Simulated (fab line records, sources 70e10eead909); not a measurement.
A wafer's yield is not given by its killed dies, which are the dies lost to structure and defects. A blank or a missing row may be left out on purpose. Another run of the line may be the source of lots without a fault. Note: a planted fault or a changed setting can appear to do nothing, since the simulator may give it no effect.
fab line records ; flow nand-harc
record lots=13; wafers=38; last-day=32
route steps=1302 shown A_CONTACT@1059 END@1302
lots that met no fault: from a run of the same line without faults
start-h: hours from the record's opening day to when the first of the lot's shown wafers began ; wait-h: hours from the lot's prior step to this one ; " the same as in the row above ; L1.1+2: a single row standing in for several wafers ; - value missing, or start not given ; * or withheld: withheld ; < > ~ a bound
route shown NAME@n: names a module that has steps shown in the file, with the first one's number in the route ; usual: mean/standard deviation of fault-free wafers ; same: alike in all rows ; chamber/n: place in a boat ; sites: readings site by site ; _std_site: their standard deviation ; _edge_site: outer sites' mean less inner sites' ; radius-mm: how far each site lies from the wafer's centre ; mask NAME#n: copy n ; behind: the most recent tool/chamber to have shaped the wafer ; hold: what put the lot on hold/how long, in hours/how the hold closed ; device: which transistor (n, p or np) failed to switch ; end of line: tests run on the same wafers once the route is complete ; where a step has no rows: the recipe by itself ; killed: dies that structure and defects cost at the first sort, which is not the same as the wafer's yield ; map: dies across one wafer; x = killed, . = not, _ = none there
set.NAME: the setting as run; set.NAME@STEP: as run at that earlier step ; model.NAME: the simulator's own value behind a step, which no gauge read
steps of the route over a sample of lots; a table a step, a row a wafer
services: a tool's chamber out of use, with start hour (start-h, from the record's first day; less than 0 if before it), hours out, and reason
## steps
# step NHARC_A_CONTACT_CD_MEAS_80
# usual cd-nm=289.5/0.75
lot.wafer;tool;chamber;start-h;wait-h;cd-nm
L194.1;cd-sem-02;-;516.82;-;288.6
L194.3;cd-sem-02;-;516.82;-;288.7
L194.5;cd-sem-02;-;516.82;-;288.6
L196.1;cd-sem-01;-;526.72;-;289.3
L196.4;cd-sem-01;-;526.72;-;289.0
L196.6;cd-sem-01;-;526.72;-;289.5
L198.3;cd-sem-01;-;536.61;-;289.9
L198.4;cd-sem-01;-;536.61;-;289.5
L198.6;cd-sem-01;-;536.61;-;290.1
L197.3;cd-sem-01;-;544.98;-;288.2
L197.5;cd-sem-01;-;544.98;-;289.3
L197.6;cd-sem-01;-;544.98;-;288.7
L199.1;cd-sem-02;-;545.30;-;289.5
L199.4;cd-sem-02;-;545.30;-;289.3
L199.5;cd-sem-02;-;545.30;-;289.1
L201.3;cd-sem-02;-;577.02;-;290.1
L201.4;cd-sem-02;-;577.02;-;290.2
L201.5;cd-sem-02;-;577.02;-;290.0
L202.3;cd-sem-02;-;583.24;-;288.5
L202.5;cd-sem-02;-;583.24;-;289.1
L202.6;cd-sem-02;-;583.24;-;290.3
L204.2;cd-sem-03;-;597.03;-;290.3
L204.3;cd-sem-03;-;597.03;-;290.0
L204.6;cd-sem-03;-;597.03;-;290.3
L205.4;cd-sem-02;-;615.36;-;289.9
L205.5;cd-sem-02;-;615.36;-;289.4
L205.6;cd-sem-02;-;615.36;-;289.5
L209.3;cd-sem-01;-;658.67;-;289.0
L209.4;cd-sem-01;-;658.67;-;289.4
L209.5;cd-sem-01;-;658.67;-;289.2
L211.1;cd-sem-03;-;676.68;-;289.4
L211.4;cd-sem-03;-;676.68;-;289.3
L211.6;cd-sem-03;-;676.68;-;289.5
L212.3;cd-sem-03;-;686.29;-;289.2
L212.5;cd-sem-03;-;686.29;-;289.8
L216.1;cd-sem-01;-;718.27;-;289.7
L216.4;cd-sem-01;-;718.27;-;289.3
L216.5;cd-sem-01;-;718.27;-;289.7
# step NHARC_A_CONTACT_ETCH_138
# recipe source-w=withheld; pressure-mtorr=20; bias-v=1200; time-s=311; target-depth-a=19140; ar-flow-sccm=withheld; c4f8-flow-sccm=withheld; o2-flow-sccm=withheld; chemistry=C4F8/O2/Ar
# usual run-length-s=311/0
lot.wafer;tool;chamber;start-h;wait-h;rf-hours-counter-h;run-length-s
L194.1;har-cap-etch-03;0;524.37;0.2;52;311
L194.3;har-cap-etch-03;0;524.37;0.2;-;311
L194.5;har-cap-etch-03;0;524.37;0.2;-;311
L196.1;har-cap-etch-01;0;536.45;0.2;7;311
L196.4;har-cap-etch-01;0;536.45;0.2;-;311
L196.6;har-cap-etch-01;0;536.45;0.2;-;311
L198.4;har-cap-etch-01;1;544.05;0.2;-;311
L198.3;har-cap-etch-01;0;544.05;0.2;-;311
L198.6;har-cap-etch-01;1;544.05;0.2;-;311
L199.1;har-cap-etch-01;1;552.63;0.2;9;311
L199.4;har-cap-etch-01;1;552.63;0.2;-;311
L199.5;har-cap-etch-01;0;552.63;0.2;-;311
L197.3;har-cap-etch-02;0;552.68;0.3;-;311
L197.5;har-cap-etch-02;1;552.68;0.3;-;311
L197.6;har-cap-etch-02;0;552.68;0.3;-;311
L201.3;har-cap-etch-01;1;582.98;0.2;-;311
L201.4;har-cap-etch-01;0;582.98;0.2;-;311
L201.5;har-cap-etch-01;0;582.98;0.2;-;311
L202.3;har-cap-etch-01;0;590.72;0.2;-;311
L202.5;har-cap-etch-01;0;590.72;0.2;-;311
L202.6;har-cap-etch-01;1;590.72;0.2;-;311
L204.2;har-cap-etch-03;0;603.07;0.2;69;311
L204.3;har-cap-etch-03;0;603.07;0.2;-;311
L204.6;har-cap-etch-03;0;603.07;0.2;-;311
L205.4;har-cap-etch-02;0;625.20;0.3;-;311
L205.6;har-cap-etch-02;1;625.20;0.3;-;311
L205.5;har-cap-etch-02;0;625.20;0.3;-;311
L209.3;har-cap-etch-02;0;664.96;0.3;-;311
L209.4;har-cap-etch-02;1;664.96;0.3;-;311
L209.5;har-cap-etch-02;0;664.96;0.3;-;311
L211.1;har-cap-etch-02;0;686.76;0.2;117;311
L211.4;har-cap-etch-02;0;686.76;0.2;-;311
L211.6;har-cap-etch-02;0;686.76;0.2;-;311
L212.3;har-cap-etch-01;1;693.33;0.2;-;311
L212.5;har-cap-etch-01;0;693.33;0.2;-;311
L216.1;har-cap-etch-02;1;724.07;0.2;122;311
L216.4;har-cap-etch-02;0;724.07;0.2;-;311
L216.5;har-cap-etch-02;1;724.07;0.2;-;311
# step NHARC_A_CONTACT_ETCH_110
# recipe target-depth-a=600; overetch-a=60; time-s=33; ion-energy-ev=100; cf4-flow-sccm=80; o2-flow-sccm=20; ar-flow-sccm=0; rf-w=300; bias-w=100; chemistry=CF4/O2
# usual drypump-motor-current-A=5.8/0.43; oes_f_703_au=1.000/0.0045; oes-product-au=0.998/0.0093; rf-vpp-V=198.0/1.6; run-length-s=54.3/0.38; showerhead-plenum-p-Torr=1.35/0.063; throttle-valve-pct=13.398/0.0081
lot.wafer;tool;chamber;start-h;wait-h;drypump-motor-current-A;oes_f_703_au;oes-product-au;rf-hours-counter-h;rf-vpp-V;run-length-s;showerhead-plenum-p-Torr;throttle-valve-pct
L194.1;rie-diel-04;2;526.24;0.1;6.3;1.001;0.996;59;200.3;55.1;1.43;13.397
L194.3;rie-diel-04;3;526.24;0.1;6.1;1.007;0.986;55;198.3;54.5;1.40;13.407
L194.5;rie-diel-04;1;526.24;0.1;6.0;1.009;0.979;-;200.1;54.7;1.43;13.397
L196.1;rie-diel-08;0;537.97;0.1;6.4;1.002;1.007;26;198.7;54.4;1.44;13.401
L196.4;rie-diel-08;2;537.97;0.1;5.3;1.000;1.004;30;196.9;54.9;1.33;13.407
L196.6;rie-diel-08;0;537.97;0.1;6.4;1.000;0.997;-;200.3;53.6;1.44;13.387
L198.4;rie-diel-08;2;545.33;0.1;5.3;1.004;1.010;32;196.6;54.1;1.33;13.417
L198.3;rie-diel-08;0;545.33;0.1;6.4;0.994;1.005;28;199.3;53.7;1.44;13.411
L198.6;rie-diel-08;1;545.33;0.1;5.9;0.999;0.999;-;197.2;53.7;1.30;13.394
L199.1;rie-diel-04;2;554.31;0.1;6.3;1.005;0.992;3;198.9;54.8;1.43;13.409
L199.4;rie-diel-04;3;554.31;0.1;6.1;1.000;0.991;3;199.2;54.2;1.40;13.403
L199.5;rie-diel-04;2;554.31;0.1;6.3;0.999;0.985;-;198.0;54.2;1.43;13.392
L197.3;rie-diel-04;2;554.34;0.1;6.3;1.007;0.982;3;200.3;54.9;1.43;13.395
L197.6;rie-diel-04;3;554.34;0.1;6.1;1.009;0.986;-;200.4;54.5;1.40;13.384
L197.5;rie-diel-04;0;554.34;0.1;5.3;1.002;1.010;-;196.6;54.2;1.30;13.401
L201.3;rie-diel-08;2;584.24;0.1;5.3;0.995;0.996;5;198.0;54.3;1.33;13.385
L201.4;rie-diel-08;3;584.24;0.1;5.8;0.996;1.001;4;196.8;54.3;1.25;13.384
L201.5;rie-diel-08;1;584.24;0.1;5.9;0.999;1.007;-;197.1;54.1;1.30;13.403
L202.3;rie-diel-04;2;591.97;0.1;6.3;0.997;0.988;14;198.5;54.6;1.43;13.396
L202.6;rie-diel-04;2;591.97;0.1;6.3;0.998;0.989;-;200.1;54.5;1.43;13.400
L202.5;rie-diel-04;3;591.97;0.1;6.0;1.001;0.987;-;198.2;54.5;1.40;13.387
L204.2;rie-diel-04;1;604.39;0.1;6.0;1.005;0.991;21;200.5;54.9;1.43;13.412
L204.3;rie-diel-04;2;604.39;0.1;6.3;1.006;0.989;20;199.4;54.3;1.43;13.379
L204.6;rie-diel-04;3;604.39;0.1;6.1;0.998;0.994;-;199.5;54.3;1.40;13.380
L205.4;rie-diel-08;1;626.54;0.1;5.9;1.000;1.008;10;198.3;54.0;1.30;13.403
L205.5;rie-diel-08;0;626.54;0.1;6.4;0.999;1.007;-;199.7;53.9;1.44;13.391
L205.6;rie-diel-08;1;626.54;0.1;5.9;1.000;0.996;-;198.1;53.5;1.30;13.391
L209.3;rie-diel-08;3;666.48;0.1;5.8;1.001;1.004;-;196.9;54.4;1.25;13.393
L209.4;rie-diel-08;2;666.48;0.1;5.3;0.997;0.986;-;197.4;54.6;1.33;13.411
L209.5;rie-diel-08;2;666.48;0.1;5.3;0.997;0.976;-;197.8;54.9;1.33;13.387
L211.1;rie-diel-08;0;688.06;0.1;6.4;0.994;1.014;14;200.2;53.9;1.44;13.407
L211.4;rie-diel-08;3;688.06;0.1;5.8;1.008;1.011;24;197.1;54.1;1.25;13.393
L211.6;rie-diel-08;1;688.06;0.1;5.9;0.998;1.006;-;197.3;50.4;1.30;13.397
L212.3;rie-diel-08;1;694.54;0.1;5.9;1.002;1.009;21;196.9;53.9;1.30;13.394
L212.5;rie-diel-08;1;694.54;0.1;5.9;0.998;1.001;-;195.7;50.2;1.30;13.387
L216.1;rie-diel-02;1;725.82;0.1;5.0;1.004;0.993;51;197.1;54.4;1.31;13.396
L216.4;rie-diel-02;0;725.82;0.1;6.7;1.002;0.994;46;199.7;54.8;1.35;13.410
L216.5;rie-diel-02;1;725.82;0.1;5.0;0.997;0.990;-;196.9;53.9;1.31;13.399
# step NHARC_A_CONTACT_ALD_18
# recipe target-thk-a=30; pulse-time-s=1; ald-cycles=150; temp-c=450; material=TiN
# usual heater-power-w=1037/88; precursor-pulse-height-rel=1.004/0.022
# same ald-cycles=150
lot.wafer;tool;chamber;start-h;wait-h;heater-power-w;precursor-pulse-height-rel
L194.1;ald-metal-02;3;526.91;-;1022;1.034
L194.3;ald-metal-02;1;526.91;-;918;1.005
L194.5;ald-metal-02;2;526.91;-;933;1.011
L196.4;ald-metal-01;1;538.62;-;1107;1.022
L196.1;ald-metal-01;3;538.62;-;1060;1.005
L196.6;ald-metal-01;2;538.62;-;1028;1.001
L198.4;ald-metal-02;1;546.14;-;925;0.996
L198.3;ald-metal-02;2;546.14;-;952;1.013
L198.6;ald-metal-02;1;546.14;-;910;1.031
L199.4;ald-metal-02;2;554.95;-;940;1.012
L199.1;ald-metal-02;3;554.95;-;1011;0.988
L199.5;ald-metal-02;3;554.95;-;1040;0.947
L197.3;ald-metal-03;2;555.15;-;1094;1.039
L197.6;ald-metal-03;0;555.15;-;1089;1.029
L197.5;ald-metal-03;1;555.15;-;1137;0.982
L201.4;ald-metal-02;2;584.89;-;917;0.981
L201.3;ald-metal-02;0;584.89;-;1084;0.993
L201.5;ald-metal-02;3;584.89;-;998;1.030
L202.3;ald-metal-03;0;592.68;-;1130;1.000
L202.6;ald-metal-03;1;592.68;-;1166;1.026
L202.5;ald-metal-03;2;592.68;-;1079;0.972
L204.3;ald-metal-02;0;605.03;-;1078;0.975
L204.2;ald-metal-02;3;605.03;-;1029;0.945
L204.6;ald-metal-02;1;605.03;-;941;0.997
L205.4;ald-metal-02;2;627.24;-;898;0.971
L205.5;ald-metal-02;3;627.24;-;1029;0.989
L205.6;ald-metal-02;0;627.24;-;1117;1.013
L209.3;ald-metal-03;1;667.29;-;1151;1.012
L209.4;ald-metal-03;3;667.29;-;973;0.967
L209.5;ald-metal-03;2;667.29;-;1085;1.021
L211.1;ald-metal-02;0;688.73;-;1126;0.978
L211.4;ald-metal-02;1;688.73;-;840;1.008
L211.6;ald-metal-02;3;688.73;-;1042;0.971
L212.3;ald-metal-03;0;695.21;-;1119;0.969
L212.5;ald-metal-03;3;695.21;-;935;1.009
L216.4;ald-metal-03;0;726.49;-;1122;1.032
L216.1;ald-metal-03;2;726.49;-;1102;1.020
L216.5;ald-metal-03;3;726.49;-;977;1.017
# step NHARC_END_SORT_01
# recipe temp-c=25
# usual killed-at-array=56/19; killed-at-other=1.0/1.3; killed-at-periphery=3.8/2.2; killed-dies=61/19; killed-open=3.1/1.9; killed-short=2.3/1.5
# same gross-dies=677
lot.wafer;tool;chamber;start-h;wait-h;killed-at-array;killed-at-other;killed-at-periphery;killed-dies;killed-open;killed-short
L211.1;prober-01;0;740.40;2.5;49;0;3;52;2;4
L211.4;prober-01;0;742.81;3.4;57;0;6;63;7;1
L211.6;prober-01;0;744.41;4.0;640;0;6;646;6;1
L212.3;prober-02;0;744.45;3.1;30;1;2;33;4;0
L212.5;prober-02;0;746.06;3.7;659;0;0;659;4;2
# killed by level:class
L211.1 A_CHANNEL_HOLE_D2:chamber-film-flake=20 A_CHANNEL_HOLE_D1:chamber-film-flake=10 A_STAIRCASE:chamber-film-flake=6 A_SLIT:chamber-film-flake=5 A_WL_FILL:geometric-particle:short=2 P_ZERO_WELL:chamber-film-flake=2 A_CONTACT:chamber-film-flake=2 P_GATE:geometric-particle:short=1
L211.4 A_CHANNEL_HOLE_D2:chamber-film-flake=23 A_STAIRCASE:chamber-film-flake=8 A_SLIT:chamber-film-flake=7 A_CHANNEL_HOLE_D1:chamber-film-flake=6 P_M0:geometric-particle:open=4 A_SGD_CUT:chamber-film-flake=4 A_CONTACT:chamber-film-flake=3 P_ZERO_WELL:chamber-film-flake=2
L211.6 A_CONTACT:area-etch=573 A_CHANNEL_HOLE_D2:chamber-film-flake=26 A_STAIRCASE:chamber-film-flake=10 A_CHANNEL_HOLE_D1:chamber-film-flake=8 A_SLIT:chamber-film-flake=8 P_ZERO_WELL:chamber-film-flake=6 A_CONTACT:chamber-film-flake=6 A_M0:geometric-particle:open=2
L212.3 A_CHANNEL_HOLE_D1:chamber-film-flake=17 A_SLIT:chamber-film-flake=3 A_CHANNEL_HOLE_D2:chamber-film-flake=2 A_STAIRCASE:chamber-film-flake=2 P_M0:geometric-particle:open=1 A_ONON_D1:geometric-particle:open=1 A_CHANNEL_FILL_D2:geometric-particle:open=1 A_CONTACT:geometric-particle:open=1
L212.5 A_CONTACT:area-etch=622 A_CHANNEL_HOLE_D1:chamber-film-flake=12 A_STAIRCASE:chamber-film-flake=6 A_CHANNEL_HOLE_D2:chamber-film-flake=5 A_WL_FILL:chamber-film-flake=4 A_M0:geometric-particle:open=2 A_SLIT:chamber-film-flake=2 A_CHANNEL_FILL_D2:geometric-particle:short=1
## services
tool;chamber;start-h;hours;kind
har-cap-etch-01;-;504.50;0.9;repair
ald-metal-03;-;514.78;1.4;repair
ald-metal-02;2;519.94;4.1;repair
ald-metal-01;-;526.00;10.0;pm
har-cap-etch-02;-;535.22;0.4;repair
rie-diel-04;-;536.33;9.0;pm
rie-diel-08;-;545.53;9.0;pm
ald-metal-01;0;567.48;24.5;repair
ald-metal-03;-;568.00;10.0;pm
ald-metal-01;-;572.17;26.6;repair
rie-diel-02;-;574.52;9.0;pm
ald-metal-03;3;593.09;4.5;repair
ald-metal-02;-;610.00;10.0;pm
ald-metal-03;3;633.70;5.9;repair
rie-diel-08;0;646.93;37.9;repair
rie-diel-08;1;666.00;16.1;repair
rie-diel-04;3;673.68;6.7;repair
ald-metal-03;-;674.11;1.5;repair
rie-diel-08;-;709.20;1.4;repair
rie-diel-04;-;711.55;0.3;repair
rie-diel-04;-;713.38;9.0;pm
ald-metal-03;-;715.55;1.0;repair
ald-metal-03;1;716.61;4.7;repair
rie-diel-08;-;722.84;9.0;pm
## key
first-sign step=NHARC_A_CONTACT_ETCH_110; reading=run-length-s; direction=down; sigmas=11; usual=*; struck=*
effect step=NHARC_END_SORT_01; reading=killed-at-array; direction=up; sigmas=32; usual=56; struck=650
more-kills-born-at NHARC_A_CONTACT_ETCH_110@rie-diel-08=1195
met-at NHARC_A_CONTACT_ETCH_110
struck-lots L211,L212
struck-wafers L211.6,L212.5
later-rows-left-out L211.6,L212.5
tester-left-out L211,L212
not-acting-at NHARC_A_CONTACT_CD_MEAS_80,NHARC_A_CONTACT_ETCH_138,NHARC_A_CONTACT_ALD_18
onset-between 666.48 688.06
fault kind=process-parameter-drift; tool=rie-diel-08; chamber=-; onset-h=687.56; steps=NHARC_A_CONTACT_ETCH_110; channel=time-s; offset=*; shape=step; end-h=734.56; scope=struck-wafers-only; acts-in=*; stated=*
# tester-left-out: of these lots the tester's yield and bins aren't shown, on N5 and GAA mostly nor the transistor test; their killed dies are dies lost to structure and defects alone, not to doping, threshold or leakage, so they don't give the yield
# later-rows-left-out: the simulator's readings of these wafers behind a module that went badly wrong aren't trusted and aren't shown, but for the sort
